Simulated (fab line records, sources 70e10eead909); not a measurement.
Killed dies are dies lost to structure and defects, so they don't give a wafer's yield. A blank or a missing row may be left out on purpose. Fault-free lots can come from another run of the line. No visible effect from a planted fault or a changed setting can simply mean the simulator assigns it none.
Comparing a struck lot with a sound one ; flow nand-harc ; 15 steps out of a route of 1159
Sound: wafers L374.1, L374.2, L374.5. Wafers L368.2, L368.5, L368.6 were the ones struck. The cause is given at the end.
Each step with rows lists, per side, the tool, then ch with its chambers, then its first start. Under that, the readings that differ: sound wafers ; struck wafers ; difference of the means ; sigmas: that difference in standard deviations of wafers without a fault.
alike: readings whose means differ by less than 2 such deviations, and words and numbers that are the same on both sides. not compared: withheld readings, readings that some wafer has no value for, bounds like >300 that may hide the same value, and numbers for which the record gives no deviation and whose values overlap.
Wherever a step has rows on one side only, a row that says differs or no value, or a row with sigmas, the two part there. Numbers that have no deviation but don't overlap get no sigmas and don't part them. A reading missing from all wafers of one side parts the sides only when that side holds two or more wafers.

first, 8 steps without rows for these wafers: NHARC_A_BLC_COAT_02 (time 75 s); NHARC_A_BLC_COAT_03 (time 65 s); NHARC_A_BLC_COAT_04 (resist thk 90 nm); NHARC_A_BLC_SOFTBAKE_05 (time 55 s); NHARC_A_BLC_EBR_06; NHARC_A_BLC_EXPOSE_07 (exposes mask A BLC, target cd 100 nm); NHARC_A_BLC_PEB_08 (peb time 65 s); NHARC_A_BLC_DEVELOP_09 (develop time 35 s).
NHARC_A_BLC_CD_MEAS_10: the cd target is 100 nm.
  sound on cd-sem-03 ch 0, day 21 22:14; struck on cd-sem-02 ch 0, day 20 14:01
  alike: cd-nm
NHARC_A_BLC_OVL_MEAS_11:
  sound: overlay-01 at day 21 22:20; struck: overlay-01 at day 20 14:05
  alike: overlay-x-nm, overlay-y-nm
NHARC_A_BLC_INSPECT_12:
  sound: defect-inspect-01 at day 21 22:22; struck: defect-inspect-01 at day 20 14:08
  alike: raw-defect-count
NHARC_A_BLC_DESCUM_15: chemistry O2, time 3 s.
  sound on rie-diel-09 ch 2,3, day 21 22:26; struck on rie-diel-09 ch 0,1,2, day 20 14:12
  alike: drypump-motor-current-A, oes-product-au, rf-vpp-V, showerhead-plenum-p-Torr, throttle-valve-pct
  not compared: rf-hours-counter-h
NHARC_A_BLC_ETCH_16: etches the open film in CF4, target depth 39 nm, time 65 s.
  sound on rie-diel-09 ch 0,2,3, day 21 22:32; struck on rie-diel-09 ch 0,1,3, day 20 14:19
  no value came back on the struck wafers for any of 7 readings (bias-w (W), cf4-flow-sccm (sccm) and others); on the sound wafers bias-w (W) reads 99.8 99.7 99.6
  not compared: rf-hours-counter-h
NHARC_A_BLC_ETCH_17: etches the open film in N2/H2, target depth 390 nm, time 609.38 s.
  sound on rie-diel-09 ch 0,2; struck on rie-diel-09 ch 0,3, day 20 14:23
  alike: bias-w, chamber-pressure-mTorr, drypump-motor-current-A, oes-product-au, rf-vpp-V, showerhead-plenum-p-Torr, throttle-valve-pct
  not compared: rf-hours-counter-h
NHARC_END_SORT_01:
  at this point the record logs the struck wafers (prober-02 ch 0, day 22 12:20) and has no rows for the sound ones

WHERE THEY PART
At NHARC_A_BLC_ETCH_16 first; at NHARC_END_SORT_01 last (within this record only).

WHY: what the simulator had put in
Beginning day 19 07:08, the whole step at NHARC_A_BLC_ETCH_16 was skipped on rie-diel-09. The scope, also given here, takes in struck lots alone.
